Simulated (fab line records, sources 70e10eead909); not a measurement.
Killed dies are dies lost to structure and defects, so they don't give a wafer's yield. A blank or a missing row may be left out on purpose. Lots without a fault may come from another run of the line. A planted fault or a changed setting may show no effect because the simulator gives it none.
A struck lot beside a sound one | flow nand_harc | 14 steps out of a route of 1302
Sound: wafers L467.1, L467.3, L467.6. Struck: wafers L476.1, L476.2, L476.3. The cause comes at the end.
At each step with rows: each side's tool, then ch and its chambers, then its first start. Under that, the readings that differ: sound wafers | struck wafers | difference of the means | sigmas: that difference in standard deviations of wafers without a fault.
alike: readings whose means differ by less than 2 such deviations, and words and numbers that are the same on both sides. not compared: withheld readings, readings that some wafer has no value for, bounds like >300 that may hide the same value, and numbers for which the record gives no deviation and whose values overlap.
The two part at a step that has a row with sigmas, a row that says differs or no value, or rows on one side only. Numbers that don't overlap but have no deviation are shown without sigmas and don't part them. A reading that every wafer of one side lacks parts them only if that side has two wafers or more.

NHARC_P_GATE_RTA_64: time 1 s.
  sound on rtp_anneal-02 ch 0, day 10 05:47; struck on rtp_anneal-01 ch 0, day 11 20:22
  reading             | sound          | struck         | difference | sigmas
  lamp_power_pct (%)  | 31.8 31.8 31.8 | 33.0 33.0 33.0 | +1.2       | +2
  lamp_zone_3_pct (%) | 31.8 31.8 31.8 | 33.0 33.0 33.0 | +1.2       | +2
  lamp_zone_4_pct (%) | 31.8 31.8 31.8 | 33.0 33.0 33.0 | +1.2       | +2
  alike: wafer_temp_C_max
then, 1 step without rows for these wafers: NHARC_P_GATE_ETCH_77 (etches SiO2 in dHF, target depth 6 nm).
NHARC_P_GATE_DEGAS_109: time 60 s.
  sound on pvd_sputter-02, day 10 06:10; struck on pvd_sputter-02, day 11 20:43
  alike: heater_power_w
then, 5 steps without rows for these wafers: NHARC_P_GATE_PRE_CLEAN_110 (time 30 s); NHARC_P_GATE_SPUTTER_78 (material Ni, target thk 10 nm); NHARC_P_GATE_SPUTTER_79 (material TiN, target thk 10 nm); NHARC_P_GATE_RTA_80 (time 30 s); NHARC_P_GATE_STRIP_67 (strips in SPM, time 600 s).
NHARC_P_GATE_RTA_82: time 30 s.
  sound on rtp_anneal-01 ch 0, day 10 07:08; struck on rtp_anneal-01 ch 0, day 11 21:28
  alike: lamp_power_pct, lamp_zone_3_pct, lamp_zone_4_pct, wafer_temp_C_max
NHARC_P_GATE_INSPECT_68:
  sound on defect_inspect-02, day 10 07:20; struck on defect_inspect-01, day 11 21:40
  alike: raw_defect_count
NHARC_P_CONTACT_DEP_30: deposits SiNx, target thk 30 nm.
  sound on pecvd-04 ch 0,1, day 10 07:24; struck on pecvd-04 ch 0,1,2, day 11 21:44
  alike: heater_power_w, rf_fwd_power_W
NHARC_P_CONTACT_DEP_00: deposits SiO2, target thk 500 nm.
  sound on pecvd-04 ch 0,1; struck on pecvd-04 ch 0,1,2
  alike: heater_power_w, rf_fwd_power_W, throttle_valve_pct
NHARC_P_CONTACT_CMP_01: polishes SiO2, target thk 200 nm.
  sound on cmp-04 ch 0,1, day 10 08:08; struck on cmp-01 ch 0,1,2, day 11 22:27
  no value came back on the struck wafers for edge_zone_pressure_frac, motor_current_A (A); on the sound wafers edge_zone_pressure_frac reads 0.995 1.007 1.000
-- the record jumps here: 20 days lie between the struck wafers' starts before and after (it left off in module P_CONTACT and takes up again in module END, whose first step shown is number 1302 of the route) --
NHARC_END_SORT_01:
  the record has rows for the struck wafers here (prober-02 ch 0, day 31 15:59) and none for the sound ones

WHERE THEY PART
First at NHARC_P_GATE_RTA_64; last, within this record, at NHARC_END_SORT_01.

WHY: what the simulator had put in
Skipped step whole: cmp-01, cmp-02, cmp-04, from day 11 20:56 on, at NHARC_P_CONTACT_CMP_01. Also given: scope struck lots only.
